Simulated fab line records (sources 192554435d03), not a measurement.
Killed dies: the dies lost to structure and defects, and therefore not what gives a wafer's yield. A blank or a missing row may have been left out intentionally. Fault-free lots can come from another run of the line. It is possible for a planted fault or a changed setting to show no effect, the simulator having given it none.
Chamber matching    flow n5Finfet    N5_HKMG_FIN_PWFM_ALD_03 on aldMetal-04: 4 sister chambers
The step deposits TiN, target thk 2 nm, pulse time 1 s, purge time 3 s. 8 wafers are shown with their chamber, then 9 later ones without.

WAFERS PAIRED WITH THEIR CHAMBERS
wafer   chamber  heaterPowerW (W)  precursorPulseHeightRel
L086.1  2        828               1.020
L086.4  3        902               0.986
L088.1  0        858               0.988
L088.4  3        908               0.981
L088.5  1        940               1.006
L089.2  0        866               0.974
L089.5  2        829               0.966
L089.6  1        936               1.007

WAFERS WHOSE CHAMBER IS MISSING
wafer   heaterPowerW (W)  precursorPulseHeightRel
L093.3  847               0.989
L093.5  916               0.986
L093.6  844               0.984
L097.1  869               0.982
L097.2  917               1.019
L097.3  822               1.017
L097.4  826               0.970
L097.5  850               0.985
L097.6  895               1.004

WHICH CHAMBER EACH WENT THROUGH
wafer   from the rows above      in truth
L093.3  can't be placed: 0 or 2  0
L093.5  3                        3
L093.6  can't be placed: 2 or 0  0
L097.1  0                        0
L097.2  can't be placed: 3 or 1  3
L097.3  2                        2
L097.4  2                        2
L097.5  0                        0
L097.6  3                        3
6 of 9 placed correctly. Cannot be placed on the basis of these rows: 3; the candidates contain the true chamber in 3. Placed wrongly: 0.
How it was worked out, from the rows above alone: a wafer's distance from a chamber is the root of the sum, over the readings, of the square of ((its reading less the chamber's mean) divided by the reading's scatter). The wafer belongs to the nearest chamber; if the next one is less than 2 further off, it can't be placed. A chamber's mean is the mean of its shown wafers. The scatter is the square root of a quotient: the sum, over the shown wafers, of each reading's squared deviation from its chamber's mean, divided by wafers minus chambers.
